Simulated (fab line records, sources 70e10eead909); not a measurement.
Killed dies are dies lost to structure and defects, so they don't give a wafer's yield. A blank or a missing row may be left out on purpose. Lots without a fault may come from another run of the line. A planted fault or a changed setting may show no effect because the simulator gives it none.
fab line records | flow nand_harc
record lots=6 wafers=18 last_day=33
route steps=1302 shown P_CONTACT@225 END@1302
lots that met no fault: from a run of the same line without faults
start_h: hours from the record's first day to the start of the lot's first wafer shown | wait_h: hours since the lot's step before | " the same as in the row above | L1.1+2: a row that stands for several wafers | - no value, or no start given | * or withheld: withheld | < > ~ a bound
route shown NAME@n: a module of which the file shows steps, and the number in the route of the first | usual: mean/standard deviation of fault-free wafers | same: alike in all rows | chamber/n: place in a boat | sites: the reading at each site | _std_site: their standard deviation | _edge_site: outer sites' mean less inner sites' | radius_mm: how far each site lies from the wafer's centre | mask NAME#n: copy n | behind: the tool/chamber that last shaped the wafer | hold: why the lot was held/for how many hours/how that ended | device: the transistor (n, p or np) that didn't switch | end of line: the same wafers' tests at the end of the route | a step without rows: its recipe alone | killed: dies lost to structure and defects at the first sort, not the wafer's yield | map: a wafer's dies, x killed, . not, _ none there
set.NAME: the setting as run; set.NAME@STEP: as run at that earlier step | model.NAME: the simulator's own value behind a step, which no gauge read
lots at some steps of the route; a table a step, a row a wafer
services: from which hour (start_h, from the record's first day; less than 0 if before it) a tool's chamber was out of use, for how many hours, and why
## steps
# step NHARC_P_CONTACT_COAT_34
# recipe temp_c=225 time_s=65
# step NHARC_P_CONTACT_COAT_06
# recipe spin_rpm=1500 resist_thk_nm=90
# step NHARC_P_CONTACT_SOFTBAKE_07
# recipe temp_c=105 time_s=55
# step NHARC_P_CONTACT_EBR_08
# step NHARC_P_CONTACT_EXPOSE_09
# recipe na=1.35 target_cd_nm=90 dose_mj=81.26 mask_id=P_CA
# step NHARC_P_CONTACT_PEB_10
# recipe peb_temp_c=100 peb_time_s=65
# step NHARC_P_CONTACT_DEVELOP_11
# recipe develop_time_s=35 dev_temp_c=23
# step NHARC_P_CONTACT_CD_MEAS_12
# recipe target_cd_nm=90 landing_energy_ev=500
# usual cd_nm=90.0/0.64
# same landing_energy_ev=500
# columns lot.wafer tool chamber start_h wait_h cd_nm
L826.3 cd_sem-03 0 131.56 - 89.6
L826.4 " 0 " " 90.1
L826.6 " 0 " " 90.8
L828.2 cd_sem-01 0 150.36 - 90.7
L828.3 " 0 " " 90.0
L828.6 " 0 " " 90.5
L830.1 cd_sem-03 0 175.12 - 90.5
L830.2 " 0 " " 90.9
L830.3 " 0 " " 88.8
L832.2 cd_sem-02 0 191.62 - 89.7
L832.3 " 0 " " 90.1
L832.6 " 0 " " 89.1
L844.2 cd_sem-02 0 312.24 - 91.0
L844.3 " 0 " " 91.3
L844.6 " 0 " " 90.3
L846.1 cd_sem-02 0 324.03 - 90.9
L846.3 " 0 " " 90.4
L846.5 " 0 " " 90.4
# step NHARC_P_CONTACT_OVL_MEAS_13
# usual overlay_x_nm=0.2/0.63 overlay_y_nm=0.3/0.65
# columns lot.wafer tool chamber start_h wait_h overlay_x_nm overlay_y_nm
L826.3 overlay-01 - 131.65 - 0.2 1.9
L826.4 " - " " 0.1 1.1
L826.6 " - " " -0.9 1.6
L828.2 overlay-01 - 150.44 - 0.7 -0.2
L828.3 " - " " 0.6 -0.6
L828.6 " - " " 0.5 -0.1
L830.1 overlay-01 - 175.21 - -0.8 0.2
L830.2 " - " " -1.1 0.2
L830.3 " - " " -1.2 0.1
L832.2 overlay-01 - 191.70 - 1.1 1.6
L832.3 " - " " -0.1 1.5
L832.6 " - " " 0.9 1.2
L844.2 overlay-02 - 312.33 - -0.7 0.2
L844.3 " - " " -0.4 0.1
L844.6 " - " " 0.0 -0.2
L846.1 overlay-02 - 324.12 - 0.3 -0.2
L846.3 " - " " 0.8 -0.4
L846.5 " - " " 0.6 -0.5
# step NHARC_P_CONTACT_INSPECT_14
# usual raw_defect_count=3.5/2.1
# columns lot.wafer tool chamber start_h wait_h raw_defect_count
L826.3 defect_inspect-02 - 131.68 0.0 8
L826.4 " - " " 0
L826.6 " - " " 3
L828.2 defect_inspect-02 - 150.48 0.0 2
L828.3 " - " " 2
L828.6 " - " " 2
L830.1 defect_inspect-02 - 175.25 0.0 1
L830.2 " - " " 4
L830.3 " - " " 2
L832.2 defect_inspect-02 - 191.74 0.0 3
L832.3 " - " " 7
L832.6 " - " " 4
L844.2 defect_inspect-02 - 312.37 0.0 3
L844.3 " - " " 2
L844.6 " - " " 2
L846.1 defect_inspect-02 - 324.15 0.0 11
L846.3 " - " " 10
L846.5 " - " " 4
# step NHARC_P_CONTACT_DESCUM_17
# recipe time_s=3 o2_flow_sccm=200 ar_flow_sccm=0 bias_power_w=0 chemistry=O2
# usual drypump_motor_current_A=5.7/0.52 oes_product_au=1.005/0.011 rf_vpp_V=57.9/0.8 showerhead_plenum_p_Torr=1.90/0.06 throttle_valve_pct=11.311/0.009
# columns lot.wafer tool chamber start_h wait_h drypump_motor_current_A oes_product_au rf_hours_counter_h rf_vpp_V showerhead_plenum_p_Torr throttle_valve_pct
L826.4 rie_diel-12 2 131.74 0.1 5.1 1.003 2.1 58.8 1.82 11.302
L826.3 " 3 " " 5.9 0.992 2.2 57.7 1.83 11.295
L826.6 " 3 " " 5.9 0.998 - 58.0 1.83 11.302
L828.3 rie_diel-06 3 150.55 0.1 5.1 1.010 0.1 58.0 1.88 11.328
L828.2 " 1 " " 5.2 0.998 0.1 58.7 1.89 11.313
L828.6 " 2 " " 5.8 0.985 - 58.1 1.85 11.329
L830.2 rie_diel-06 0 175.31 0.1 6.0 1.011 0.6 57.4 1.94 11.326
L830.1 " 1 " " 5.2 1.013 0.7 57.8 1.89 11.316
L830.3 " 3 " " 5.1 1.007 0.7 57.2 1.87 11.314
L832.3 rie_diel-06 2 191.81 0.1 5.8 0.991 1.3 56.4 1.85 11.308
L832.2 " 3 " " 5.1 1.010 1.4 57.3 1.87 11.324
L832.6 " 1 " " 5.2 1.011 - 57.9 1.89 11.314
L844.2 rie_diel-13 3 312.43 0.1 6.3 0.998 4.1 57.6 1.97 11.309
L844.3 " 0 " " 5.2 1.029 4.4 57.6 1.95 11.305
L844.6 " 3 " " 6.3 1.016 - 58.0 1.97 11.303
L846.1 rie_diel-06 2 324.21 0.1 5.8 1.014 0.1 58.2 1.85 11.303
L846.3 " 3 " " 5.1 1.009 0.0 56.9 1.87 11.302
L846.5 " 3 " " 5.0 1.006 - 56.8 1.87 11.302
# step NHARC_P_CONTACT_ETCH_35
# recipe target_depth_a=390 over_etch_frac=0.3 time_s=65 ion_energy_ev=80 cf4_flow_sccm=150 ar_flow_sccm=0 rf_w=300 bias_w=100 chemistry=CF4
# usual drypump_motor_current_A=5.7/0.52 oes_product_au=1.006/0.011 rf_vpp_V=151.0/1 run_length_s=86.4/0.42 showerhead_plenum_p_Torr=1.75/0.053 throttle_valve_pct=13.283/0.0088
# same over_etch_frac=0.3
# columns lot.wafer tool chamber start_h wait_h drypump_motor_current_A oes_product_au rf_hours_counter_h rf_vpp_V run_length_s showerhead_plenum_p_Torr throttle_valve_pct
L826.4 rie_diel-12 0 131.84 0.1 5.5 1.003 2.3 151.4 86.5 1.86 13.270
L826.3 " 1 " " 6.2 0.995 0.7 151.2 86.7 1.75 13.278
L826.6 " 3 " " 5.8 0.998 - 150.8 85.3 1.70 13.295
L828.3 rie_diel-06 2 150.62 0.1 5.8 0.995 0.1 151.7 86.1 1.71 13.271
L828.2 " 0 " " 6.0 1.004 0.1 151.1 86.0 1.79 13.281
L828.6 " 2 " " 5.8 0.997 - 150.3 86.5 1.71 13.294
L830.2 rie_diel-06 3 175.39 0.1 5.0 1.017 0.7 150.2 86.8 1.74 13.280
L830.1 " 1 " " 5.2 1.016 0.7 151.6 85.9 1.75 13.277
L830.3 " 2 " " 5.8 0.999 0.7 150.4 86.1 1.71 13.270
L832.3 rie_diel-06 1 191.89 0.1 5.2 1.013 1.5 151.0 85.9 1.75 13.288
L832.2 " 3 " " 5.0 1.015 1.4 150.8 87.1 1.73 13.283
L832.6 " 1 " " 5.2 1.014 - 150.9 86.4 1.75 13.290
L844.3 rie_diel-13 3 312.51 0.1 6.3 1.010 4.1 152.2 86.5 1.82 13.289
L844.2 " 1 " " 6.7 1.002 4.2 151.3 86.2 1.80 13.294
L844.6 " 3 " " 6.2 1.008 - 151.9 87.0 1.82 13.297
L846.3 rie_diel-06 2 324.30 0.1 5.8 1.009 0.1 151.0 86.2 1.71 13.286
L846.1 " 1 " " 5.2 0.978 0.1 151.1 85.9 1.75 13.277
L846.5 " 2 " " 5.8 1.016 - 150.1 86.2 1.71 13.281
# step NHARC_P_CONTACT_ETCH_36
# recipe target_depth_a=2600 over_etch_frac=0.25 time_s=406.25 ion_energy_ev=200 n2_flow_sccm=150 h2_flow_sccm=150 ar_flow_sccm=0 rf_w=400 bias_w=150 chemistry=N2/H2
# usual drypump_motor_current_A=5.7/0.52 n2_flow_sccm=150.0/0.44 oes_product_au=1.005/0.011 rf_vpp_V=430.1/1.9 run_length_s=427.6/0.4 showerhead_plenum_p_Torr=2.02/0.064 throttle_valve_pct=14.170/0.0085
# same over_etch_frac=0.25
# columns lot.wafer tool chamber start_h wait_h drypump_motor_current_A n2_flow_sccm oes_product_au rf_hours_counter_h rf_vpp_V run_length_s showerhead_plenum_p_Torr throttle_valve_pct
L826.3 rie_diel-12 1 131.98 - 6.2 149.8 0.984 0.8 428.8 428.4 2.02 14.168
L826.4 " 2 " " 5.1 150.0 0.985 2.2 429.8 427.6 1.94 14.179
L826.6 " 0 " " 5.5 149.5 1.001 - 433.6 427.8 2.16 14.159
L828.3 rie_diel-06 3 150.75 - 5.1 150.1 1.020 0.2 429.6 427.9 2.00 14.182
L828.2 " 1 " " 5.2 150.2 1.015 0.1 431.1 427.1 2.02 14.158
L828.6 " 2 " " 5.8 150.5 1.000 - 428.1 427.4 1.97 14.174
L830.1 rie_diel-06 3 175.48 - 5.0 150.5 1.018 0.8 429.7 330.5 2.00 14.192
L830.2 " 0 " " 6.0 149.9 1.029 0.7 430.7 329.6 2.07 14.165
L830.3 " 1 " " 5.2 149.5 0.999 0.8 429.8 329.8 2.02 14.164
L832.2 rie_diel-06 2 191.98 - 5.8 150.3 0.995 1.4 427.8 329.8 1.97 14.155
L832.3 " 3 " " 5.0 149.8 1.022 1.5 430.7 330.4 2.00 14.172
L832.6 " 3 " " 5.1 148.9 1.014 - 429.6 330.6 2.00 14.158
L844.3 rie_diel-13 2 312.66 - 5.0 149.5 0.988 3.8 426.6 427.8 1.90 14.163
L844.2 " 3 " " 6.3 150.4 1.003 4.2 431.5 428.0 2.10 14.178
L844.6 " 1 " " 6.7 150.2 1.016 - 432.2 427.8 2.07 14.177
L846.1 rie_diel-06 0 324.39 - 6.0 149.3 1.010 0.1 431.6 427.2 2.07 14.157
L846.3 " 1 " " 5.2 149.9 1.000 0.1 431.6 427.4 2.01 14.157
L846.5 " 0 " " 6.0 150.3 1.009 - 430.9 427.4 2.07 14.152
# step NHARC_P_CONTACT_ETCH_18
# recipe target_depth_a=4810 time_s=240.5 c4f8_flow_sccm=20 o2_flow_sccm=10 ar_flow_sccm=withheld rf_w=600 bias_w=1500 chemistry=C4F8/O2/Ar
# usual oes_product_au=0.970/0.013 rf_vpp_V=977/4.4 run_length_s=261.9/0.43
# columns lot.wafer tool chamber start_h wait_h oes_product_au rf_hours_counter_h rf_vpp_V run_length_s
L826.3 rie_diel-12 3 - - 0.945 2.5 973 261.2
L826.4 " 1 " " 0.966 0.8 977 262.2
L826.6 " 2 " " 0.960 - 972 262.2
L828.3 rie_diel-06 3 - - 0.968 0.4 975 262.2
L828.2 " 0 " " 0.983 0.2 980 261.5
L828.6 " 2 " " 0.960 - 974 261.6
L830.1 rie_diel-06 0 - - 0.971 0.9 979 261.3
L830.2 " 2 " " 0.945 0.9 973 261.8
L830.3 " 3 " " 0.979 1.0 975 262.3
L832.2 rie_diel-06 2 - - 0.947 1.6 975 262.0
L832.3 " 3 " " 0.970 1.7 975 262.3
L832.6 " 2 " " 0.952 - 973 261.8
L844.2 rie_diel-13 3 - - 0.972 4.3 983 262.2
L844.3 " 0 " " 0.997 4.7 980 262.0
L844.6 " 0 " " 0.986 - 981 262.9
L846.1 rie_diel-06 0 - - 0.985 0.3 981 261.9
L846.3 " 3 " " 0.966 0.2 975 262.4
L846.5 " 0 " " 0.989 - 980 262.1
# step NHARC_END_SORT_01
# recipe temp_c=25
# usual killed_at_array=57/20 killed_at_other=1.0/1.5 killed_at_periphery=3.5/2.5 killed_dies=62/21 killed_open=3.5/1.9 killed_short=2.4/1.6
# same gross_dies=677
# columns lot.wafer tool chamber start_h wait_h killed_at_array killed_at_other killed_at_periphery killed_dies killed_open killed_short
L830.1 prober-02 0 626.62 2.5 74 0 542 616 1 3
L830.2 prober-02 0 627.40 2.8 66 3 538 607 2 3
L830.3 prober-02 0 628.19 3.1 58 1 519 578 3 2
L832.2 prober-02 0 643.01 2.8 61 1 493 555 2 4
L832.3 prober-02 0 643.81 3.1 58 1 564 623 4 3
L832.6 prober-02 0 646.23 4.0 55 0 554 609 6 7
# killed by level:class
L830.1 P_CONTACT:area_etch=540 A_CHANNEL_HOLE_D2:chamber_film_flake=36 A_SLIT:chamber_film_flake=24 A_CHANNEL_HOLE_D1:chamber_film_flake=4 A_DECK1_JOINT:chamber_film_flake=2 A_CONTACT:chamber_film_flake=2 A_SOURCE_PLATE:geometric_particle:short=1 A_CHANNEL_HOLE_D1:geometric_particle:short=1
L830.2 P_CONTACT:area_etch=535 A_CHANNEL_HOLE_D2:chamber_film_flake=28 A_SLIT:chamber_film_flake=26 A_CONTACT:chamber_film_flake=5 THIN_TSV:chamber_film_flake=3 A_CHANNEL_HOLE_D1:chamber_film_flake=2 P_GATE:geometric_particle:short=1 P_GATE:geometric_particle:open=1
L830.3 P_CONTACT:area_etch=516 A_CHANNEL_HOLE_D2:chamber_film_flake=24 A_SLIT:chamber_film_flake=22 A_CONTACT:chamber_film_flake=4 A_WL_FILL:geometric_particle:short=2 P_CONTACT:chamber_film_flake=2 P_CONTACT:geometric_particle:open=1 A_ONON_D2:geometric_particle:open=1
L832.2 P_CONTACT:area_etch=490 A_CHANNEL_HOLE_D1:chamber_film_flake=32 A_CHANNEL_HOLE_D2:chamber_film_flake=16 A_STAIRCASE:chamber_film_flake=5 P_STI:chamber_film_flake=2 A_SLIT:chamber_film_flake=2 P_CONTACT:geometric_particle:short=1 A_CHANNEL_HOLE_D2:geometric_particle:short=1
L832.3 P_CONTACT:area_etch=561 A_CHANNEL_HOLE_D1:chamber_film_flake=28 A_CHANNEL_HOLE_D2:chamber_film_flake=20 A_CONTACT:chamber_film_flake=3 P_CONTACT:geometric_particle:open=2 P_STI:geometric_particle:short=1 A_ONON_D1:geometric_particle:short=1 A_BLC:geometric_particle:open=1
L832.6 P_CONTACT:area_etch=549 A_CHANNEL_HOLE_D1:chamber_film_flake=34 A_CHANNEL_HOLE_D2:chamber_film_flake=9 P_M1:geometric_particle:open=2 A_CHANNEL_FILL_D2:geometric_particle:short=2 A_CHANNEL_FILL_D1:chamber_film_flake=2 P_CONTACT:geometric_particle:short=1 P_M0:geometric_particle:short=1
# map L830.1 (x killed, . not)
____________x____________
_________xxxxxx._________
_______xxxxxxxxx.._______
______xxxxxxxx....x______
_____xxxxxx.xxxxx.xx_____
____xxxxx.x.xxxxxxxxx____
____xxxxxxxxxxxxxx.x.____
___x.xxxxxxxxxxxxxxxx.___
___.xxxxxxxxxxxxxxxxx.___
__.xxxxxxxxxxxxxxxxxx.x__
__xxx.xxxxxxxxxxxxxxxxx__
_xxxxxxxxxxxxxxxxxxx.xxx_
_.xxxxxxxxxxxxxxxxxxxxx._
_.x.xxxxxxxxxxxxxxxxxxx._
_.xxxxxxxxxxxxxxxxxx.xx._
_xxxxxxxxxxxxxxxxxxxx..x_
xxxxxxxxxxxxxxxxx.xxxxxx.
xxxxxxxxxxxxxxxxxxxxxxx.x
xxxxxxxxxxxxxxxxxxxxxxxx.
xxxxxxxxxxxxxxxxxxxxxxxxx
.xxxxxxxxxxxxxxxxxxxxxx.x
_xxxxxxxxxxxxxxxxxxx.xxx_
_xxxxxxxxxxxxxxxxxxx.x.x_
_xx.xxxxxxxxxxxxxxxxxx.._
_xxxxxxxxxxxxxxxxxxxxxx._
_xxxxxxxxxxxxxxx.xxxxxxx_
__xxxxxxxxxxxxxxxxxxx..__
__xxxxxxxxxxxxxxxxxx.xx__
___x.x.xxxxxxxxxxxxxx.___
___x.xxxxxxxxx.xxxxxxx___
____xxxxxxxxxxxxxxxx.____
____xxxxxxxxxxxxxxxxx____
_____xxxxxxxxxxxxxxx_____
______xxx.xxxxxxxxx______
_______xx.xx.xxxxx_______
_________.xxxx.._________
____________.____________
# map L832.3 (x killed, . not)
____________x____________
_________xxxx.xx_________
_______xxxxxxxxxxx_______
______xxxxx.xxxxxxx______
_____xxxxxxxxxxxxxxx_____
____xxxxxxxxxxxxxxxxx____
____xxxxxxxxxxxxxxxxx____
___xxxxxxxxxxxxxxxxxxx___
___.xxxxxxxxxxxxx.xxx.___
__xxxxxxxxxxxxxxxxxxxxx__
__xxxxxxxxxxxxxxxxxxxxx__
_xxxxxxxxxxxxxxxxxxxxxx._
_xxx.xxxxxxxxxxxxxxxxx.._
_xxxxxxxxxxxxxxxxxxxx.xx_
_xxxxxxxxxxxxxxxxxxxxxxx_
_xxxxxxxxxx.xxxxx.xxxxxx_
xx.xxxxxxxxxxxxxxxxxxxxxx
xxxxxxxxxxxxxxxxxxxxxx..x
xxxxxxxxxxxxxxxxxx.x.xxx.
xxxxxxxxxxxxxxxxxxxx.xxxx
xxxxxxxxxxxxxxxxxxx.xxxxx
_xxxxx.xxxxxxxxxxxxxxxxx_
_xxxxxxxxxxxxxx.xxxxxxxx_
_.xxxxxxxxxxxxxxxx.xxxxx_
_.xxxxxxxxxxxxxxxxxxxxx._
_x..xxxxxxxxxxxxxxxxxxx._
__xxxxxx.xxxxxxxxxx.x.x__
__xxxxxxxxxxxxxxxxxxxx.__
___xxxxxxxxxxxxxxxxxxx___
___xx.xxxxx.xxxxx.x.xx___
____xxxxx.xxxxxxxxxx.____
____xx.x.xxxxxxxx.xxx____
_____xxxx.xxxxxxxxx._____
______xx.x..xxxx.xx______
_______x..xxxx.x.x_______
_________xxxx.xx_________
____________.____________
## services
# columns tool chamber start_h hours kind
rie_diel-06 0 109.20 - clean
rie_diel-06 1 109.20 - clean
rie_diel-06 2 109.20 - clean
rie_diel-06 3 109.20 - clean
rie_diel-13 0 109.75 8.3 repair
rie_diel-06 - 130.20 9.0 pm
rie_diel-06 0 130.20 9.0 vent_cycle
rie_diel-06 1 130.20 9.0 vent_cycle
rie_diel-06 2 130.20 9.0 vent_cycle
rie_diel-06 3 130.20 9.0 vent_cycle
rie_diel-06 0 139.20 - clean
rie_diel-06 1 139.20 - clean
rie_diel-13 - 165.00 9.0 pm
rie_diel-06 2 169.34 2.5 repair
rie_diel-12 - 186.01 0.2 repair
rie_diel-06 3 220.49 91.7 repair
rie_diel-13 1 230.34 1.8 repair
rie_diel-13 2 251.72 6.6 repair
rie_diel-06 2 261.20 4.6 repair
rie_diel-12 - 268.40 9.0 pm
rie_diel-12 1 287.32 1.9 repair
rie_diel-13 2 302.28 3.7 repair
rie_diel-06 - 307.20 9.0 pm
rie_diel-13 2 314.62 6.3 repair
## key
first_sign step=NHARC_P_CONTACT_ETCH_36 reading=run_length_s direction=down sigmas=99+ usual=* struck=*
effect step=NHARC_END_SORT_01 reading=killed_at_periphery direction=up sigmas=99+ usual=3.5 struck=535
more_kills_born_at NHARC_P_CONTACT_ETCH_36@rie_diel-06=3191
met_at NHARC_P_CONTACT_ETCH_36
struck_wafers L830.1,L830.2,L830.3,L832.2,L832.3,L832.6
later_rows_left_out L830.1,L830.2,L830.3,L832.2,L832.3,L832.6
tester_left_out L830,L832
onset_between 150.75 175.48
fault kind=process_parameter_drift tool=rie_diel-06 chamber=- onset_h=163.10 steps=NHARC_P_CONTACT_ETCH_36 channel=time_s offset=* shape=step end_h=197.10 acts_in=* stated=*
# tester_left_out: of these lots the tester's yield and bins aren't shown, on N5 and GAA mostly nor the transistor test; their killed dies are dies lost to structure and defects alone, not to doping, threshold or leakage, so they don't give the yield
# later_rows_left_out: the simulator's readings of these wafers behind a module that went badly wrong aren't trusted and aren't shown, but for the sort
